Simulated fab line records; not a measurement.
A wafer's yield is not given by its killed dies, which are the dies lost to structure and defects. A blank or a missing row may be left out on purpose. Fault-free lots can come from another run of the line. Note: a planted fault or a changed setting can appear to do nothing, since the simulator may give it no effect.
Which tool was responsible? ; flow n5Finfet ; 12 lots, 36 wafers sampled, at 1 step of a route of 1938

== WHAT THE GAUGES READ, wafer by wafer ==
N5_MOL_CONTACT_COAG_CD_MEAS_84: the cd target is 25.1 nm.
lot;measured;on;cdNm (nm)
L075;day 5 12:25;cdSem-02;24.80 25.39 25.42
L077;day 5 18:52;cdSem-01;25.06 24.94 25.08
L079;day 6 10:03;cdSem-03;25.04 25.34 25.00
L081;day 6 20:12;cdSem-02;25.40 25.00 25.09
L083;day 7 08:49;cdSem-03;25.04 25.22 24.90
L085;day 7 19:34;cdSem-03;25.10 25.08 25.04
L087;day 8 10:40;cdSem-03;25.20 24.96 25.30
L089;day 8 21:04;cdSem-01;25.47 25.05 25.28
L091;day 10 00:53;cdSem-01;25.35 25.35 25.19
L093;day 10 06:28;cdSem-02;25.07 25.19 25.22
L095;day 10 16:38;cdSem-03;24.93 25.03 25.27
L097;day 10 23:59;cdSem-03;24.98 25.32 25.36

== WHAT TOOL EACH LOT RAN ON (gives the tool, then ch and the chambers of the sampled wafers, and finally the start) ==
Record: no process step prior to these readings.

== THE ANSWER, worked out from the rows above alone ==
Rule: the usual values come from the lots themselves. The widest of any qualifying gaps counts: lots, ordered by their means at a reading, are off when they make up no more than a third of the lots, leave a main group of 4 or more, and stand apart from it by 3 or more times the standard deviation of that group's means. A main group whose means are all the same, to the digits that the tables above print for the reading, isn't used. Also off: a lot with no number at a reading for which 4 or more lots have one. All remaining lots with rows at the step are treated as sound.
None of the lots is off at any reading shown; this tells nothing.

== WHAT THE SIMULATOR HAD PUT IN ==
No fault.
